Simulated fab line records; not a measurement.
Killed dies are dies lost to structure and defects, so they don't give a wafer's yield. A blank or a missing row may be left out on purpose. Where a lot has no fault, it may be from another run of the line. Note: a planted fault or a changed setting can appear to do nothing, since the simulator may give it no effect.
fab line records	flow n5Finfet
record: lots: 12	wafers: 29	lastDay: 18
route steps=1938 shown BEOL_M1@776 BEOL_M4@1111
lots untouched by any fault: they come from a run of this same line in which no faults occurred
startH: the number of hours between the record's first day and the start of the first shown wafer of the lot	waitH: time in hours since the lot's previous step	" identical to the entry in the row above	L1.1+2: a single row standing in for several wafers	- no value, or no start given	* or withheld: withheld	< > ~ a bound
route shown NAME@n: NAME is a module with steps in the file, n the number in the route of the first one	usual: mean/standard deviation of fault-free wafers	same: alike in all rows	chamber/n: place in a boat	sites: per-site readings	_std_site: how widely they spread, as a standard deviation	_edge_site: inner sites' mean taken away from outer sites' mean	radiusMm: for every site, how far away it sits from the centre of the wafer	mask NAME#n: copy n	behind: tool/chamber where the wafer was last shaped	hold: the reason the lot was held/the length of the hold in hours/how it ended	device: names the non-switching transistor (n, p or np)	end of line: at the end of the route, the tests of the same wafers	where a step has no rows: the recipe by itself	killed: at the first sort, the dies lost to defects and structure; wafer yield is something else	map: dies across one wafer; x = killed, . = not, _ = none there
set.NAME: the run value of the setting; set.NAME@STEP: its run value at that earlier step	model.NAME: the simulator's own value behind a step, which no gauge read
route steps across a sampled set of lots; one table per step, one row per wafer
services: when a tool's chamber went out of use (startH, in hours from the record's first day, below 0 if earlier), for how many hours, and the reason
== steps ==
step: N5_BEOL_M1_CD_MEAS_18
recipe: pitchNm: 36	targetCdNm: 18
usual: cdNm: 18.1/0.42
lot.wafer	tool	chamber	startH	waitH	cdNm
L229.4	cdSem-02	-	126.03	0.1	17.8
L229.6	"	-	"	"	18.1
L230.1	cdSem-01	-	136.02	0.0	17.6
L230.2	"	-	"	"	18.2
L230.4	"	-	"	"	18.1
L231.2	cdSem-01	-	136.31	0.1	17.5
L231.3	"	-	"	"	17.3
L232.2	cdSem-03	-	137.84	0.1	17.3
L232.5	"	-	"	"	17.0
L232.6	"	-	"	"	17.5
L234.3	cdSem-02	-	149.44	0.1	19.1
L234.4	"	-	"	"	18.0
L234.6	"	-	"	"	18.8
L236.2	cdSem-02	-	165.44	0.1	17.8
L236.3	"	-	"	"	18.0
L236.5	"	-	"	"	18.2
L238.5	cdSem-03	-	175.47	0.0	17.6
L238.6	"	-	"	"	17.4
L242.2	cdSem-02	-	205.23	0.1	18.4
L242.3	"	-	"	"	18.2
L242.6	"	-	"	"	17.7
L245.1	cdSem-03	-	221.00	0.0	18.2
L245.2	"	-	"	"	18.1
L246.1	cdSem-03	-	229.63	0.0	18.6
L246.4	"	-	"	"	18.2
L250.2	cdSem-02	-	256.41	0.1	17.8
L250.4	"	-	"	"	17.6
L252.2	cdSem-03	-	263.70	0.1	18.3
L252.4	"	-	"	"	18.0
step: N5_BEOL_M1_CD_MEAS_28
recipe: landingEnergyEv: 500	detector: seInlens	targetCdYNm: 23.3
usual: cdNm: 23.90/0.28
same: landingEnergyEv: 500
lot.wafer	tool	chamber	startH	waitH	cdNm
L229.4	cdSem-02	0	126.35	-	23.82
L229.6	"	0	"	"	23.39
L230.1	cdSem-01	0	136.47	-	23.86
L230.2	"	0	"	"	23.65
L230.4	"	0	"	"	24.06
L231.2	cdSem-03	0	136.75	-	24.18
L231.3	"	0	"	"	24.21
L232.2	cdSem-02	0	138.29	-	23.92
L232.5	"	0	"	"	23.44
L232.6	"	0	"	"	23.67
L234.3	cdSem-01	0	149.76	-	24.27
L234.4	"	0	"	"	24.50
L234.6	"	0	"	"	24.29
L236.2	cdSem-01	0	165.77	-	24.11
L236.3	"	0	"	"	23.98
L236.5	"	0	"	"	24.16
L238.5	cdSem-01	0	175.92	-	23.70
L238.6	"	0	"	"	23.67
L242.2	cdSem-01	0	205.67	-	24.31
L242.3	"	0	"	"	23.33
L242.6	"	0	"	"	23.17
L245.1	cdSem-01	0	221.31	-	23.90
L245.2	"	0	"	"	24.10
L246.1	cdSem-01	0	229.95	-	24.05
L246.4	"	0	"	"	23.99
L250.2	cdSem-03	0	256.85	-	23.63
L250.4	"	0	"	"	24.17
L252.2	cdSem-01	0	264.14	-	23.86
L252.4	"	0	"	"	23.46
step: N5_BEOL_M1_TRENCH_ETCH_37
recipe: chemistry: C4F6/O2	targetDepthA: 552.07	target: SiOC	timeS: 29	ionEnergyEv: 250	pressureMtorr: 30	sourceW: 355	biasW: 185	Ar_flow_sccm: 300	C4F6_flow_sccm: 10	O2_flow_sccm: 10
usual: drypumpMotorCurrentA: 6.0/0.42	oesProductAu: 0.79/0.099	rfVppV: 669/21	runLengthS: 52.3/0.43	showerheadPlenumPTorr: 2.82/0.092	throttleValvePct: 20.80/0.28
lot.wafer	tool	chamber	startH	waitH	drypumpMotorCurrentA	oesProductAu	rfHoursCounterH	rfVppV	runLengthS	showerheadPlenumPTorr	throttleValvePct
L229.4	rieDiel-02	2	128.89	-	5.7	0.70	226	671	51.8	2.69	21.14
L229.6	"	2	"	"	5.7	0.69	-	672	52.2	2.69	21.15
L230.1	rieDiel-02	2	139.94	-	5.7	0.69	230	671	51.7	2.68	21.15
L230.2	"	0	"	"	6.7	0.90	39	653	52.2	2.90	20.43
L230.4	"	1	"	"	5.7	0.74	145	646	52.0	2.74	21.27
L232.2	rieDiel-02	2	140.42	-	5.7	0.69	230	670	51.7	2.69	21.15
L232.5	"	3	"	"	5.9	0.75	-	708	52.3	2.71	20.53
L232.6	"	2	"	"	5.7	0.69	-	669	52.4	2.68	21.14
L231.2	rieDiel-03	2	149.66	-	6.6	0.73	206	682	53.1	2.78	20.64
L231.3	"	0	"	"	5.3	0.80	100	676	52.1	2.85	20.60
L234.3	rieDiel-03	0	154.39	-	5.2	0.79	101	676	52.2	2.84	20.61
L234.4	"	3	"	"	6.4	0.71	-	618	52.1	2.91	20.73
L234.6	"	2	"	"	6.6	0.72	-	680	53.1	2.78	20.63
L236.2	rieDiel-03	2	168.14	-	6.6	0.73	214	681	52.7	2.78	20.65
L236.3	"	1	"	"	5.8	0.98	3	689	51.2	2.79	20.62
L236.5	"	2	"	"	6.6	0.72	-	681	53.3	2.78	20.66
L238.5	rieDiel-03	1	181.62	-	5.9	0.96	-	689	51.4	2.79	20.63
L238.6	"	0	"	"	5.3	0.79	-	676	52.1	2.84	20.62
L242.2	rieDiel-02	1	219.46	-	5.7	0.73	171	647	52.1	2.73	21.32
L242.3	"	0	"	"	6.6	0.87	64	651	51.8	2.89	20.48
L242.6	"	0	"	"	6.7	0.86	-	650	51.8	2.89	20.49
L245.1	rieDiel-02	0	224.90	-	6.7	0.86	66	652	49.7	2.89	20.48
L245.2	"	1	"	"	5.7	0.73	172	648	52.0	2.73	21.32
L246.1	rieDiel-02	1	236.02	-	5.7	0.72	175	647	50.8	2.73	21.32
L246.4	"	2	"	"	5.7	1.03	4	683	50.0	3.01	20.82
L250.2	rieDiel-01	2	258.75	-	6.0	0.71	185	680	52.3	2.93	21.04
L250.4	"	1	"	"	6.1	0.86	-	667	52.9	2.78	20.93
L252.2	rieDiel-03	0	268.71	-	5.3	0.77	136	676	52.1	2.83	20.65
L252.4	"	2	"	"	6.6	0.71	245	680	52.7	2.77	20.69
step: N5_BEOL_M1_ALD_84
recipe: material: TaN	targetThkA: *	tempC: 275	aldPrecursorFamily: PDMAT	aldCoReactant: NH3	pressureTorr: 3	carrierFlowSccm: 1500	pulseTimeS: 2	purgeTimeS: 3	coReactantPurgeTimeS: 2	coReactantPulseTimeS: 3	aldCycles: 30	precursorVesselTempC: 75	precursorVesselPressureTorr: 26.25	precursorVesselCarrierSccm: 1000
usual: heaterPowerW: 419/38
lot.wafer	tool	chamber	startH	waitH	heaterPowerW
L229.4	aldMetal-04	2	129.46	0.0	361
L229.6	"	0	"	"	508
L230.1	aldMetal-01	1	140.71	0.1	400
L230.2	"	3	"	"	395
L230.4	"	0	"	"	429
L232.2	aldMetal-02	3	141.30	0.1	438
L232.5	"	0	"	"	409
L232.6	"	1	"	"	423
L231.2	aldMetal-01	0	150.37	0.1	426
L231.3	"	1	"	"	408
L234.3	aldMetal-04	0	155.40	0.2	509
L234.4	"	1	"	"	469
L234.6	"	1	"	"	449
L236.2	aldMetal-02	3	168.69	0.1	422
L236.3	"	0	"	"	408
L236.5	"	1	"	"	411
L238.5	aldMetal-04	3	182.62	0.3	395
L238.6	"	2	"	"	367
L242.2	aldMetal-02	0	220.18	0.2	412
L242.3	"	1	"	"	407
L242.6	"	0	"	"	417
L245.1	aldMetal-04	2	226.18	0.3	359
L245.2	"	3	"	"	392
L246.1	aldMetal-01	2	237.09	0.1	434
L246.4	"	3	"	"	398
L250.2	aldMetal-04	0	259.74	0.0	505
L250.4	"	2	"	"	360
L252.2	aldMetal-02	0	269.29	0.0	422
L252.4	"	3	"	"	430
step: N5_BEOL_M4_RC_MEAS_101
usual: DIBL_N: 36.1/2	DIBL_P: 36.3/2.5	IOFF_N: 0.16/0.037	IOFF_P: 0.21/0.039	ION_N: 678/15	ION_P: 465/8.7	SS_N: 71.4/0.7	SS_P: 73.3/0.74	VT_N: 249/3.6	VT_P: -250.0/2.9
lot.wafer	tool	chamber	startH	waitH	DIBL_N[mV/V]	DIBL_P[mV/V]	IOFF_N[nA/um]	IOFF_P[nA/um]	ION_N[uA/um]	ION_P[uA/um]	SS_N[mV/dec]	SS_P[mV/dec]	VT_N[mV]	VT_P[mV]
L229.4	prober-01	0	162.15	0.5	35.5	36.4	0.16	0.26	669	475	72.2	73.6	251	-243.3
L229.6	"	0	"	"	33.2	33.5	0.11	0.20	649	462	71.1	72.7	257	-247.6
L230.1	prober-02	0	178.41	0.0	38.3	39.1	0.24	0.29	711	482	71.9	73.6	241	-245.8
L230.2	"	0	"	"	35.3	35.5	0.16	0.22	670	465	71.7	71.8	249	-248.4
L230.4	"	0	"	"	35.2	36.0	0.16	0.23	671	465	71.8	72.8	245	-249.0
L232.2	prober-02	0	181.22	0.2	33.3	30.4	0.09	0.15	643	452	70.6	72.3	257	-252.8
L232.5	"	0	"	"	36.9	35.9	0.14	0.21	684	470	71.0	72.7	250	-250.1
L232.6	"	0	"	"	33.6	30.2	0.09	0.14	642	443	70.6	71.8	258	-255.9
L231.2	prober-01	0	191.52	0.2	35.7	35.4	0.14	0.17	675	457	70.6	73.0	254	-255.2
L231.3	"	0	"	"	37.6	37.8	0.18	0.22	674	460	72.1	74.7	249	-249.7
L234.3	prober-02	0	198.11	0.3	36.2	37.4	0.16	0.21	679	463	71.7	73.2	249	-253.5
L234.4	"	0	"	"	34.6	35.8	0.13	0.18	671	466	71.1	72.5	256	-253.8
L234.6	"	0	"	"	37.3	39.0	0.19	0.23	688	467	72.2	74.0	250	-251.7
L236.2	prober-02	0	199.78	0.2	32.3	30.4	0.09	0.14	653	459	70.1	71.2	257	-253.7
L236.3	"	0	"	"	34.5	33.9	0.12	0.18	666	465	71.4	73.0	251	-250.1
L236.5	"	0	"	"	37.8	38.5	0.17	0.25	672	467	71.9	73.8	248	-247.8
L238.5	prober-01	0	234.30	0.6	33.9	33.0	0.12	0.17	663	464	71.1	72.9	255	-251.0
L238.6	"	0	"	"	37.4	38.3	0.17	0.26	678	469	71.9	74.4	249	-245.3
L242.2	prober-02	0	275.26	0.2	38.2	39.3	0.20	0.22	691	468	72.0	73.3	247	-249.6
L242.3	"	0	"	"	39.7	41.3	0.26	0.26	715	482	72.2	74.2	241	-246.2
L242.6	"	0	"	"	39.1	40.2	0.21	0.24	680	459	72.0	74.2	245	-248.8
L245.1	prober-02	0	283.95	0.0	32.4	32.2	0.11	0.13	660	448	70.8	71.7	252	-256.9
L245.2	"	0	"	"	37.8	39.4	0.20	0.21	685	459	71.8	73.6	243	-253.1
L246.1	prober-02	0	299.15	0.0	35.3	36.6	0.15	0.21	654	456	71.2	73.1	252	-249.0
L246.4	"	0	"	"	34.1	34.7	0.14	0.19	674	473	70.5	71.9	251	-250.6
L250.2	prober-02	0	306.21	0.2	38.5	39.9	0.21	0.22	685	455	72.0	74.3	248	-252.6
L250.4	"	0	"	"	35.2	34.9	0.15	0.16	671	451	70.6	72.9	252	-256.1
L252.2	prober-02	0	313.26	0.2	34.2	34.1	0.13	0.18	676	466	70.1	73.3	251	-251.3
L252.4	"	0	"	"	36.9	37.5	0.16	0.23	672	468	71.6	74.1	251	-249.1
== services ==
tool	chamber	startH	hours	kind
rieDiel-02	2	114.71	9.7	repair
rieDiel-03	1	142.19	-	clean
aldMetal-04	-	143.52	6.0	pm
aldMetal-02	1	151.25	1.7	repair
aldMetal-02	-	151.83	8.7	pm
rieDiel-02	3	159.82	13.2	repair
aldMetal-01	-	163.46	14.6	pm
aldMetal-02	-	178.46	6.0	pm
rieDiel-01	-	185.38	2.8	pm
rieDiel-02	2	203.25	-	clean
rieDiel-02	2	203.25	-	consumableReplace:focusRing
rieDiel-02	2	203.25	-	consumableReplace:showerhead
rieDiel-02	2	203.25	16.7	scheduledDown
rieDiel-02	2	203.25	16.7	ventCycle
rieDiel-01	1	203.57	9.8	repair
aldMetal-01	2	216.17	2.4	repair
aldMetal-02	3	226.31	2.8	repair
aldMetal-01	0	244.90	1.6	repair
aldMetal-02	2	249.40	6.7	repair
rieDiel-01	3	254.41	9.7	repair
aldMetal-01	0	255.86	4.0	repair
rieDiel-02	3	255.88	9.2	repair
aldMetal-01	-	265.40	0.6	repair
aldMetal-02	2	266.93	17.2	repair
== key ==
firstSign: step: N5_BEOL_M1_TRENCH_ETCH_37	reading: runLengthS	direction: down	sigmas: 4.8	usual: *	struck: *
effect none on later readings
metAt N5_BEOL_M1_TRENCH_ETCH_37
struckLots L245,L246
struckWafers L245.1,L246.1,L246.4
notActingAt N5_BEOL_M1_CD_MEAS_18,N5_BEOL_M1_CD_MEAS_28,N5_BEOL_M1_ALD_84
onsetBetween 219.46 224.90
fault: kind: processParameterDrift	tool: rieDiel-02	chamber: -	onsetH: 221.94	steps: N5_BEOL_M1_TRENCH_ETCH_37	channel: timeS	offset: *	shape: step	endH: 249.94	scope: struckWafersOnly	actsIn: *	stated: *
